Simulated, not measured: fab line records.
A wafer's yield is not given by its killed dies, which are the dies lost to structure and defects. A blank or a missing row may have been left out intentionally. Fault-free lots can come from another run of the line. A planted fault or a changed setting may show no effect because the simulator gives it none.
3 desks looking at one fault / flow nand-harc / every desk sees just its own numbers, and what lay behind them comes last

THE METROLOGY DESK
What the gauges read for every lot (on any tool): the sampled wafers with a number, averaged. If a lot's mean is further than 4 standard deviations from the usual mean, the lot is out of limits and carries the mark OUT (the distance appears in the brackets).
Columns: A = thk-nm at NHARC_A_M0_THK_MEAS_24, usual 113.6 nm
lot=L847; first seen here=day 23 09:02; A=115.4
lot=L850; first seen here=day 23 19:41; A=114.7
lot=L851; first seen here=day 24 02:39; A=112.5
lot=L852; first seen here=day 24 02:45; A=111.5
lot=L849; first seen here=day 24 07:31; A=112.6
lot=L853; first seen here=day 25 00:15; A=112.7
lot=L855; first seen here=day 26 06:20; A=111.8
lot=L856; first seen here=day 26 19:02; A=29.9 (-56) OUT
lot=L857; first seen here=day 27 20:44; A=28.8 (-57) OUT
lot=L859; first seen here=day 27 23:29; A=113.6
lot=L866; first seen here=day 31 00:51; A=114.6
lot=L868; first seen here=day 31 06:49; A=113.3
lot=L867; first seen here=day 31 07:58; A=114.8
lot=L869; first seen here=day 31 19:14; A=114.4
This desk's finding: out of limits on L856, L857; first on L856, day 26 19:02 (thk-nm at NHARC_A_M0_THK_MEAS_24). In limits: L847, L850, L851, L852, L849, L853, L855, L859, L866, L868, L867, L869.

THE DEFECT DESK
What the inspections along the route counted, lot by lot: means of the sampled wafers that have a number. If a lot's mean is further than 4 standard deviations from the usual mean, the lot is out of limits and carries the mark OUT (the distance appears in the brackets).
Columns: A = raw-defect-count at NHARC_A_M0_INSPECT_27, usual 591
lot=L847; first seen here=day 23 09:12; A=1003
lot=L850; first seen here=day 23 19:50; A=714
lot=L851; first seen here=day 24 02:49; A=575
lot=L852; first seen here=day 24 02:55; A=604
lot=L849; first seen here=day 24 07:40; A=673
lot=L853; first seen here=day 25 00:25; A=746
lot=L855; first seen here=day 26 06:29; A=731
lot=L856; first seen here=day 26 19:11; A=558
lot=L857; first seen here=day 27 20:53; A=610
lot=L859; first seen here=day 27 23:39; A=365
lot=L866; first seen here=day 31 01:01; A=575
lot=L868; first seen here=day 31 06:58; A=695
lot=L867; first seen here=day 31 08:07; A=406
lot=L869; first seen here=day 31 19:23; A=514
This desk's finding: nothing out of limits on any of the 14 lots.

DESK OF THE TOOL OWNER: ecd-cu-02
The tool's own readings at NHARC_A_M0_ECD_22 (material Cu, target thk 400 nm): means of the sampled wafers that have a number, for each lot that ran on this tool. If a lot's mean is further than 4 standard deviations from the usual mean, the lot is out of limits and carries the mark OUT (the distance appears in the brackets).
Columns: A = bath-heat-duty-pct at NHARC_A_M0_ECD_22, usual 5.9 %; B = bath-temp-c at NHARC_A_M0_ECD_22, usual 25.00 C
lot=L847; first seen here=day 23 08:06; A=6.1; B=24.98
lot=L850; first seen here=day 23 18:41; A=5.5; B=25.06
lot=L852; first seen here=day 24 01:43; A=6.9; B=24.95
lot=L853; first seen here=day 24 23:16; A=6.4; B=24.95
lot=L855; first seen here=day 26 05:19; A=6.1; B=24.96
lot=L866; first seen here=day 30 23:45; A=5.8; B=24.92
lot=L869; first seen here=day 31 18:11; A=5.6; B=24.99
This desk's finding: nothing out of limits on any of the 7 lots.

PUT TOGETHER
L856, L857 would have let the metrology desk raise an alarm at day 26 19:02.
The defect desk saw nothing out of limits.
Nothing out of limits was seen by the tool owner's desk.
The defect desk has L856, L857 on record, within its limits.
The tool owner's desk has no number on record for L856, L857.
The lots listed all ran NHARC_A_M0_ECD_22 on ecd-cu-02.

WHAT HAD BEEN PUT IN BY THE SIMULATOR
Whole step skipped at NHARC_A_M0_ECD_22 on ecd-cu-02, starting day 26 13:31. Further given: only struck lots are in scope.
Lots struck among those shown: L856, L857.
Hours from the fault's start to each desk's first reading out of limits: the metrology desk, 6.
